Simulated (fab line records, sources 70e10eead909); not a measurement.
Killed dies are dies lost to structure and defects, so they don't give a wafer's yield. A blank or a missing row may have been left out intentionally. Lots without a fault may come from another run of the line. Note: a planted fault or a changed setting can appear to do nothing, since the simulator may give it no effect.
fab line records | flow nand-harc
record lots=12 | wafers=36 | last-day=24
route steps=1159 shown P_CONTACT@238 P_M0@253 END@1159
lots with no fault: from the same line, run without faults
start-h: the number of hours between the record's first day and the start of the first shown wafer of the lot | wait-h: hours since the lot's step before | " the same as in the row above | L1.1+2: one row covering several wafers at once | - no value, or no start given | * or withheld: withheld | < > ~ a bound
route shown NAME@n: a module of which the file shows steps, and the number in the route of the first | usual: mean/standard deviation of fault-free wafers | same: alike in all rows | chamber/n: place in a boat | sites: the reading at each site | _std_site: how widely they spread, as a standard deviation | _edge_site: outer sites' mean less inner sites' | radius-mm: how far each site lies from the wafer's centre | mask NAME#n: copy n | behind: tool/chamber where the wafer was last shaped | hold: why the lot went on hold/how many hours it stayed there/how the hold came to an end | device: names the non-switching transistor (n, p or np) | end of line: tests of these same wafers at the route's end | step lacking rows: just its recipe | killed: at the first sort, the dies lost to defects and structure; wafer yield is something else | map: dies across one wafer; x = killed, . = not, _ = none there
set.NAME: the setting that was run; set.NAME@STEP: the one run at that earlier step | model.NAME: the simulator's own value behind a step, which no gauge read
route steps across a sampled set of lots; one table per step, one row per wafer
services: a tool's chamber out of use, with start hour (start-h, from the record's first day; less than 0 if before it), hours out, and reason
## steps
# step NHARC_P_CONTACT_ETCH_18
# recipe target-depth-a=4810 | time-s=240.5 | c4f8-flow-sccm=20 | o2-flow-sccm=10 | ar-flow-sccm=withheld | rf-w=600 | bias-w=1500 | chemistry=C4F8/O2/Ar
# usual oes-product-au=0.963/0.017 | rf-vpp-V=981/5.5
lot.wafer | tool        | chamber | start-h | wait-h | oes-product-au | rf-hours-counter-h | rf-vpp-V
L693.3    | rie-diel-02 | 3       | -       | -      | 0.980          | 7                  | 986
L693.4    | "           | 0       | "       | "      | 0.972          | 12                 | 987
L693.6    | "           | 1       | "       | "      | 0.962          | -                  | 974
L694.1    | rie-diel-07 | 0       | -       | -      | 0.976          | 23                 | 979
L694.4    | "           | 2       | "       | "      | 0.991          | 26                 | 987
L694.6    | "           | 3       | "       | "      | 0.960          | -                  | 985
L700.2    | rie-diel-02 | 0       | -       | -      | 0.959          | 15                 | 987
L700.1    | "           | 3       | "       | "      | 0.958          | 10                 | 986
L700.5    | "           | 1       | "       | "      | 0.975          | -                  | 976
L699.2    | rie-diel-02 | 2       | -       | -      | 0.959          | 14                 | 976
L699.3    | "           | 3       | "       | "      | 0.955          | 10                 | 986
L699.5    | "           | 1       | "       | "      | 0.970          | -                  | 976
L698.3    | rie-diel-13 | 0       | -       | -      | 0.980          | 5                  | 975
L698.4    | "           | 1       | "       | "      | 0.947          | 5                  | 987
L698.6    | "           | 3       | "       | "      | 0.975          | -                  | 989
L703.4    | rie-diel-13 | 3       | -       | -      | 0.976          | 6                  | 988
L703.3    | "           | 0       | "       | "      | 0.976          | 6                  | 976
L703.6    | "           | 3       | "       | "      | 0.966          | -                  | 987
L706.3    | rie-diel-13 | 3       | -       | -      | 0.947          | 9                  | 986
L706.1    | "           | 1       | "       | "      | 0.952          | 10                 | 987
L706.5    | "           | 3       | "       | "      | 0.954          | -                  | 988
L707.3    | rie-diel-07 | 2       | -       | -      | 0.990          | 53                 | 988
L707.4    | "           | 3       | "       | "      | 0.976          | 47                 | 984
L707.6    | "           | 2       | "       | "      | 0.978          | -                  | 988
L713.4    | rie-diel-02 | 2       | -       | -      | 0.966          | 7                  | 975
L713.2    | "           | 3       | "       | "      | 0.968          | 7                  | 986
L713.1    | "           | 0       | "       | "      | 0.970          | 7                  | 988
L712.2    | rie-diel-02 | 0       | -       | -      | 0.954          | 7                  | 985
L712.5    | "           | 3       | "       | "      | 0.968          | -                  | 985
L712.6    | "           | 0       | "       | "      | 0.964          | -                  | 989
L711.2    | rie-diel-13 | 0       | -       | -      | 0.972          | 12                 | 975
L711.3    | "           | 1       | "       | "      | 0.964          | 13                 | 985
L711.6    | "           | 3       | "       | "      | 0.960          | -                  | 988
L714.4    | rie-diel-13 | 2       | -       | -      | 0.942          | 13                 | 977
L714.3    | "           | 3       | "       | "      | 0.956          | 12                 | 988
L714.2    | "           | 0       | "       | "      | 0.982          | 13                 | 976
# step NHARC_P_CONTACT_CMP_24
# recipe t-overpolish-s=30 | target-thk-nm=200
# usual edge-zone-pressure-frac=1.001/0.0051 | motor-current-A=12.4/1.4 | overpolish-run-s=30.000/0.0088 | time-to-endpoint-s=40/3
lot.wafer | tool   | chamber | start-h | wait-h | edge-zone-pressure-frac | motor-current-A | overpolish-run-s | time-to-endpoint-s
L693.4    | cmp-04 | 0       | 117.96  | 0.4    | 0.997                   | 13.1            | 30.000           | 43
L693.3    | "      | 1       | "       | "      | 1.004                   | 11.5            | 30.004           | 42
L693.6    | "      | 0       | "       | "      | 0.997                   | 12.2            | 30.001           | 44
L694.4    | cmp-01 | 0       | 126.96  | 0.4    | 1.002                   | 11.2            | 29.993           | 43
L694.1    | "      | 2       | "       | "      | 0.999                   | 11.1            | 30.001           | 37
L694.6    | "      | 0       | "       | "      | 1.001                   | 11.0            | 29.995           | 41
L700.2    | cmp-04 | 2       | 153.43  | 0.6    | 1.002                   | 12.1            | 29.995           | 38
L700.1    | "      | 1       | "       | "      | 1.009                   | 11.7            | 29.987           | 40
L700.5    | "      | 3       | "       | "      | 0.996                   | 11.4            | 29.993           | 39
L699.2    | cmp-04 | 1       | 154.40  | 0.5    | 0.994                   | 12.1            | 30.006           | 42
L699.3    | "      | 0       | "       | "      | 0.998                   | 12.3            | 30.002           | 43
L699.5    | "      | 1       | "       | "      | 0.995                   | 11.8            | 30.002           | 40
L698.4    | cmp-04 | 2       | 154.96  | 0.3    | 0.997                   | 12.0            | 29.991           | 36
L698.3    | "      | 1       | "       | "      | 1.009                   | 11.9            | 30.006           | 41
L698.6    | "      | 2       | "       | "      | 0.995                   | 11.7            | 29.991           | 37
L703.4    | cmp-01 | 0       | 170.00  | 0.4    | 0.989                   | 11.7            | 30.008           | 40
L703.3    | "      | 3       | "       | "      | 0.987                   | 14.4            | 30.001           | 34
L703.6    | "      | 0       | "       | "      | 0.998                   | 11.2            | 30.011           | 38
L706.1    | cmp-01 | 0       | 190.74  | 0.5    | 0.992                   | 10.8            | 30.000           | 40
L706.3    | "      | 2       | "       | "      | 0.999                   | 10.6            | 30.007           | 40
L706.5    | "      | 1       | "       | "      | 0.998                   | 14.5            | 29.988           | 38
L707.3    | cmp-01 | 0       | 213.59  | 0.3    | 1.014                   | 11.4            | 30.016           | 42
L707.4    | "      | 2       | "       | "      | 0.997                   | 10.2            | 30.007           | 36
L707.6    | "      | 3       | "       | "      | 1.000                   | 13.7            | 30.011           | 38
L713.1    | cmp-01 | 1       | 229.35  | 0.5    | 1.000                   | 15.6            | 30.005           | 36
L713.4    | "      | 2       | "       | "      | 1.007                   | 10.8            | 30.002           | 38
L713.2    | "      | 3       | "       | "      | 1.003                   | 14.2            | 30.005           | 40
L711.3    | cmp-01 | 0       | 231.33  | 0.3    | 1.006                   | 11.9            | 30.011           | 51
L711.2    | "      | 2       | "       | "      | 1.002                   | 11.0            | 29.998           | 44
L711.6    | "      | 1       | "       | "      | 1.009                   | 15.3            | 30.002           | 46
L712.2    | cmp-04 | 2       | 231.41  | 0.5    | 0.993                   | 11.7            | 29.999           | 40
L712.6    | "      | 3       | "       | "      | 0.994                   | 11.4            | 30.007           | 43
L712.5    | "      | 0       | "       | "      | 1.000                   | 13.0            | 30.012           | 43
L714.4    | cmp-04 | 1       | 244.53  | 0.4    | 1.001                   | 12.0            | 29.999           | 43
L714.3    | "      | 2       | "       | "      | 1.001                   | 11.7            | 30.005           | 39
L714.2    | "      | 3       | "       | "      | 1.002                   | 10.8            | 30.004           | 46
# step NHARC_P_M0_DEP_00
# recipe target-thk-a=1500 | target-thk-nm=150 | temp-c=withheld | pressure-torr=5 | flow-sccm=200 | rf-w=600 | material=SiOC
lot.wafer  | tool     | chamber | start-h | wait-h
L693.3+6+4 | pecvd-04 | 2,0,1   | 118.50  | 0.2
L694.1+4+6 | pecvd-04 | 1,1,2   | 127.46  | 0.1
L700.2+1+5 | pecvd-04 | 0,2,0   | 153.90  | 0.1
L699.3+2+5 | pecvd-03 | 1,2,1   | 154.87  | 0.1
L698.3+6+4 | pecvd-03 | 0,1,0   | 155.54  | 0.2
L703.4+3+6 | pecvd-04 | 0,2,2   | 170.67  | 0.3
L706.3+1+5 | pecvd-04 | 1,2,1   | 191.25  | 0.1
L707.3+4+6 | pecvd-04 | 0,1,2   | 214.03  | 0.1
L713.2+1+4 | pecvd-03 | 1,2,2   | 229.84  | 0.1
L711.3+2+6 | pecvd-03 | 2,0,1   | 231.80  | 0.1
L712.2+5+6 | pecvd-02 | 1,0,1   | 231.89  | 0.2
L714.3+2+4 | pecvd-02 | 1,2,2   | 245.05  | 0.1
# step NHARC_P_M0_INSPECT_11
# usual raw-defect-count=3.9/2.3
lot.wafer | tool              | chamber | start-h | wait-h | raw-defect-count
L693.3    | defect-inspect-02 | -       | 119.24  | 0.0    | 0
L693.4    | "                 | -       | "       | "      | 1
L693.6    | "                 | -       | "       | "      | 1
L694.1    | defect-inspect-01 | -       | 128.40  | 0.0    | 3
L694.4    | "                 | -       | "       | "      | 2
L694.6    | "                 | -       | "       | "      | 1
L700.1    | defect-inspect-01 | -       | 154.87  | 0.0    | 2
L700.2    | "                 | -       | "       | "      | 3
L700.5    | "                 | -       | "       | "      | 4
L699.2    | defect-inspect-02 | -       | 155.71  | 0.0    | 3
L699.3    | "                 | -       | "       | "      | 2
L699.5    | "                 | -       | "       | "      | 4
L698.3    | defect-inspect-02 | -       | 156.41  | 0.0    | 3
L698.4    | "                 | -       | "       | "      | 2
L698.6    | "                 | -       | "       | "      | 2
L703.3    | defect-inspect-02 | -       | 171.63  | 0.0    | 848
L703.4    | "                 | -       | "       | "      | 897
L703.6    | "                 | -       | "       | "      | 837
L706.1    | defect-inspect-01 | -       | 192.17  | 0.0    | 847
L706.3    | "                 | -       | "       | "      | 816
L706.5    | "                 | -       | "       | "      | 865
L707.3    | defect-inspect-01 | -       | 214.86  | 0.0    | 879
L707.4    | "                 | -       | "       | "      | 823
L707.6    | "                 | -       | "       | "      | 813
L713.1    | defect-inspect-02 | -       | 230.76  | 0.0    | 3
L713.2    | "                 | -       | "       | "      | 4
L713.4    | "                 | -       | "       | "      | 11
L712.2    | defect-inspect-01 | -       | 232.76  | 0.0    | 6
L712.5    | "                 | -       | "       | "      | 5
L712.6    | "                 | -       | "       | "      | 4
L711.2    | defect-inspect-02 | -       | 232.92  | 0.0    | 2
L711.3    | "                 | -       | "       | "      | 3
L711.6    | "                 | -       | "       | "      | 4
L714.2    | defect-inspect-01 | -       | 245.88  | 0.0    | 2
L714.3    | "                 | -       | "       | "      | 3
L714.4    | "                 | -       | "       | "      | 5
# step NHARC_P_M0_DEGAS_28
# recipe temp-c=250 | time-s=60
# usual heater-power-w=350/40
lot.wafer | tool           | chamber | start-h | wait-h | heater-power-w
L693.4    | pvd-sputter-02 | -       | 120.23  | -      | 360
L693.3    | "              | -       | "       | "      | 348
L693.6    | "              | -       | "       | "      | 380
L694.1    | pvd-sputter-01 | -       | 129.40  | -      | 337
L694.4    | "              | -       | "       | "      | 321
L694.6    | "              | -       | "       | "      | 332
L700.1    | pvd-sputter-01 | -       | 155.85  | -      | 363
L700.2    | "              | -       | "       | "      | 324
L700.5    | "              | -       | "       | "      | 369
L699.2    | pvd-sputter-03 | -       | 156.70  | -      | 353
L699.3    | "              | -       | "       | "      | 433
L699.5    | "              | -       | "       | "      | 310
L698.4    | pvd-sputter-03 | -       | 157.39  | -      | 354
L698.3    | "              | -       | "       | "      | 431
L698.6    | "              | -       | "       | "      | 441
L703.3    | pvd-sputter-03 | -       | 172.63  | -      | 313
L703.4    | "              | -       | "       | "      | 360
L703.6    | "              | -       | "       | "      | 310
L706.1    | pvd-sputter-01 | -       | 193.17  | -      | 363
L706.3    | "              | -       | "       | "      | 337
L706.5    | "              | -       | "       | "      | 326
L707.4    | pvd-sputter-03 | -       | 215.90  | -      | 440
L707.3    | "              | -       | "       | "      | 314
L707.6    | "              | -       | "       | "      | 367
L713.1    | pvd-sputter-01 | -       | 231.79  | -      | 340
L713.4    | "              | -       | "       | "      | 321
L713.2    | "              | -       | "       | "      | 364
L712.2    | pvd-sputter-02 | -       | 233.80  | -      | 377
L712.5    | "              | -       | "       | "      | 278
L712.6    | "              | -       | "       | "      | 385
L711.2    | pvd-sputter-03 | -       | 233.95  | -      | 353
L711.3    | "              | -       | "       | "      | 307
L711.6    | "              | -       | "       | "      | 436
L714.3    | pvd-sputter-02 | -       | 246.88  | -      | 364
L714.4    | "              | -       | "       | "      | 366
L714.2    | "              | -       | "       | "      | 278
# step NHARC_END_SORT_01
# recipe temp-c=25
# usual defect-limited-yield=95.7/1.5 | killed-at-array=25/9.5 | killed-at-other=0.8/1.2 | killed-at-periphery=3.4/2.2 | killed-dies=29/10 | killed-open=3.3/1.8 | killed-short=2.1/1.4 | sort_bin_2_pct=1.4/0.63 | sort_bin_3_pct=0.22/0.2 | sort_bin_4_pct=2.7/0.96 | sort-n-pass=648/10 | sort-rim-yield-pct=95.6/2.8 | sort-yield-pct=95.7/1.5
# same gross-dies=677 | sort_bin_5_pct[%]=0 | sort_bin_6_pct[%]=0 | sort_bin_7_pct[%]=0 | sort_bin_8_pct[%]=0 | sort-rim-n-gross=106.00
lot.wafer | tool      | chamber | start-h | wait-h | defect-limited-yield[%] | killed-at-array | killed-at-other | killed-at-periphery | killed-dies | killed-open | killed-short | sort_bin_2_pct[%] | sort_bin_3_pct[%] | sort_bin_4_pct[%] | sort-n-pass | sort-rim-yield-pct[%] | sort-yield-pct[%]
L703.3    | prober-02 | 0       | 504.82  | 3.1    | 81.1                    | 27              | 0               | 101                 | 128         | 0           | 0            | 7.5               | 5.02              | 6.4               | 549         | 94.3                  | 81.1
L703.4    | prober-02 | 0       | 505.61  | 3.4    | 81.2                    | 34              | 0               | 93                  | 127         | 3           | 2            | 7.5               | 5.02              | 6.2               | 550         | 98.1                  | 81.2
L703.6    | prober-02 | 0       | 507.20  | 4.0    | 79.8                    | 42              | 0               | 95                  | 137         | 3           | 3            | 8.4               | 4.87              | 6.9               | 540         | 96.2                  | 79.8
L706.1    | prober-02 | 0       | 510.97  | 2.5    | 80.5                    | 29              | 0               | 103                 | 132         | 6           | 3            | 7.8               | 4.87              | 6.8               | 545         | 96.2                  | 80.5
L706.3    | prober-02 | 0       | 512.59  | 3.1    | 83.8                    | 13              | 0               | 97                  | 110         | 4           | 0            | 6.8               | 4.73              | 4.7               | 567         | 98.1                  | 83.8
L706.5    | prober-02 | 0       | 514.21  | 3.7    | 82.3                    | 14              | 0               | 106                 | 120         | 3           | 3            | 7.4               | 3.84              | 6.5               | 557         | 95.3                  | 82.3
L707.3    | prober-01 | 0       | 547.23  | 3.1    | 79.5                    | 34              | 1               | 104                 | 139         | 2           | 4            | 7.4               | 5.02              | 8.1               | 538         | 93.4                  | 79.5
L707.4    | prober-01 | 0       | 548.04  | 3.4    | 81.4                    | 30              | 4               | 92                  | 126         | 1           | 1            | 8.0               | 3.69              | 6.9               | 551         | 97.2                  | 81.4
L707.6    | prober-01 | 0       | 549.65  | 4.0    | 80.5                    | 24              | 4               | 104                 | 132         | 2           | 3            | 7.2               | 5.17              | 7.1               | 545         | 95.3                  | 80.5
L711.2    | prober-02 | 0       | 559.03  | 2.8    | 95.0                    | 32              | 0               | 2                   | 34          | 2           | 5            | 1.8               | 0.74              | 2.5               | 643         | 99.1                  | 95.0
L711.3    | prober-02 | 0       | 559.84  | 3.1    | 95.6                    | 30              | 0               | 0                   | 30          | 3           | 1            | 1.0               | 0.30              | 3.1               | 647         | 95.3                  | 95.6
L711.6    | prober-02 | 0       | 562.26  | 4.0    | 94.4                    | 37              | 1               | 0                   | 38          | 6           | 1            | 1.5               | 0.30              | 3.8               | 639         | 95.3                  | 94.4
# killed by level:class
L703.3 P_M0:unspecified=100 A_CHANNEL_HOLE_D1:chamber-film-flake=17 A_SLIT:chamber-film-flake=7 A_STAIRCASE:chamber-film-flake=2 P_ZERO_WELL:chamber-film-flake=1 A_CONTACT:chamber-film-flake=1
L703.4 P_M0:unspecified=90 A_SLIT:chamber-film-flake=16 A_CHANNEL_HOLE_D1:chamber-film-flake=11 A_ONON_D1:geometric-particle:short=2 A_CONTACT:chamber-film-flake=2 P_CONTACT:geometric-particle:open=1 A_CONTACT:geometric-particle:open=1 A_M0:geometric-particle:open=1
L703.6 P_M0:unspecified=94 A_CHANNEL_HOLE_D1:chamber-film-flake=20 A_SLIT:chamber-film-flake=13 A_CONTACT:geometric-particle:short=2 A_WL_FILL:chamber-film-flake=2 A_CHANNEL_FILL_D1:geometric-particle:open=1 A_WL_FILL:geometric-particle:short=1 A_BLC:geometric-particle:open=1
L706.1 P_M0:unspecified=98 A_SLIT:chamber-film-flake=15 A_CHANNEL_HOLE_D1:chamber-film-flake=3 P_CONTACT:geometric-particle:open=2 A_CHANNEL_FILL_D1:geometric-particle:open=2 P_STI:chamber-film-flake=2 A_STAIRCASE:chamber-film-flake=2 A_ONON_D1:geometric-particle:short=1
L706.3 P_M0:unspecified=92 A_SLIT:chamber-film-flake=4 A_CONTACT:chamber-film-flake=4 P_STI:chamber-film-flake=3 A_CONTACT:geometric-particle:open=2 A_STAIRCASE:chamber-film-flake=2 P_CONTACT:geometric-particle:open=1 P_M0:geometric-particle:open=1
L706.5 P_M0:unspecified=102 A_SLIT:chamber-film-flake=6 P_STI:chamber-film-flake=3 A_CHANNEL_FILL_D1:geometric-particle:short=2 A_CHANNEL_HOLE_D1:chamber-film-flake=2 P_GATE:geometric-particle:open=1 A_CHANNEL_FILL_D1:geometric-particle:open=1 A_WL_FILL:geometric-particle:short=1
L707.3 P_M0:unspecified=103 A_CHANNEL_HOLE_D1:chamber-film-flake=25 A_CONTACT:chamber-film-flake=2 P_STI:geometric-particle:short=1 A_ONON_D1:geometric-particle:open=1 A_CHANNEL_FILL_D1:geometric-particle:short=1 A_CHANNEL_FILL_D1:geometric-particle:open=1 A_WL_FILL:geometric-particle:short=1
L707.4 P_M0:unspecified=92 A_CHANNEL_HOLE_D1:chamber-film-flake=20 A_CONTACT:chamber-film-flake=4 THIN_TSV:chamber-film-flake=3 A_ZERO_WELL:chamber-film-flake=2 A_STAIRCASE:chamber-film-flake=2 A_CHANNEL_FILL_D1:geometric-particle:short=1 A_CONTACT:geometric-particle:open=1
L707.6 P_M0:unspecified=101 A_CHANNEL_HOLE_D1:chamber-film-flake=18 THIN_TSV:chamber-film-flake=4 A_SGD_CUT:geometric-particle:short=2 A_CONTACT:chamber-film-flake=2 P_CONTACT:geometric-particle:open=1 P_M0:geometric-particle:short=1 A_CONTACT:geometric-particle:open=1
L711.2 A_CHANNEL_HOLE_D1:chamber-film-flake=22 P_M2:chamber-film-flake=2 A_ONON_D1:geometric-particle:short=1 A_ONON_D1:geometric-particle:open=1 A_CHANNEL_FILL_D1:geometric-particle:short=1 A_WL_FILL:geometric-particle:short=1 A_CONTACT:geometric-particle:open=1 A_CONTACT:geometric-particle:short=1
L711.3 A_CHANNEL_HOLE_D1:chamber-film-flake=15 A_STAIRCASE:chamber-film-flake=4 A_CONTACT:chamber-film-flake=4 A_M0:geometric-particle:open=2 A_SLIT:chamber-film-flake=2 A_WL_FILL:geometric-particle:short=1 A_CONTACT:geometric-particle:open=1 A_M0:chamber-film-flake=1
L711.6 A_CHANNEL_HOLE_D1:chamber-film-flake=24 A_M0:geometric-particle:open=3 A_STAIRCASE:chamber-film-flake=2 A_WL_FILL:chamber-film-flake=2 A_CONTACT:chamber-film-flake=2 A_CHANNEL_FILL_D1:geometric-particle:short=1 A_CONTACT:geometric-particle:open=1 A_BLC:geometric-particle:open=1
## services
tool           | chamber | start-h | hours | kind
rie-diel-02    | 3       | 92.90   | 8.1   | repair
pecvd-03       | 0       | 96.22   | 8.7   | repair
rie-diel-13    | -       | 99.00   | 9.0   | pm
pvd-sputter-03 | -       | 102.00  | 10.0  | pm
cmp-04         | -       | 105.00  | 4.0   | pm
pecvd-03       | -       | 111.00  | 13.0  | pm
rie-diel-07    | 3       | 112.13  | 6.7   | repair
pecvd-03       | 2       | 125.43  | 4.9   | repair
pecvd-03       | 2       | 141.84  | 4.6   | repair
rie-diel-02    | -       | 150.71  | 9.0   | pm
pecvd-02       | -       | 153.53  | 13.0  | pm
pecvd-04       | 1       | 153.72  | 23.2  | repair
pvd-sputter-01 | -       | 158.02  | 10.0  | pm
cmp-01         | -       | 182.75  | 4.0   | pm
pecvd-03       | -       | 189.66  | 0.6   | repair
pecvd-04       | -       | 195.42  | 13.0  | pm
rie-diel-13    | 3       | 200.90  | 8.6   | repair
cmp-04         | -       | 203.01  | 4.0   | pm
pvd-sputter-02 | -       | 210.87  | 8.0   | repair
pvd-sputter-02 | -       | 218.88  | 10.0  | pm
pecvd-02       | -       | 219.77  | 1.0   | repair
rie-diel-02    | 3       | 222.69  | 4.1   | repair
rie-diel-07    | -       | 228.25  | 9.0   | pm
rie-diel-07    | -       | 245.11  | 0.2   | repair
## key
first-sign step=NHARC_P_M0_INSPECT_11 | reading=raw-defect-count | direction=up | sigmas=99+ | usual=3.9 | struck=847.2
effect step=NHARC_END_SORT_01 | reading=killed-at-periphery | direction=up | sigmas=43 | usual=3.4 | struck=99.4
more-kills-born-at NHARC_P_M0_DEP_00@pecvd-04=872
met-at NHARC_P_M0_DEP_00
struck-lots L703,L706,L707
not-acting-at NHARC_P_CONTACT_ETCH_18,NHARC_P_CONTACT_CMP_24,NHARC_P_M0_DEGAS_28
onset-between 153.90 170.67
fault kind=chamber-particle-source | tool=pecvd-04 | chamber=- | onset-h=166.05 | steps=NHARC_P_M0_DEP_00 | rate-per-visit-cm2=1.3011 | end-h=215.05
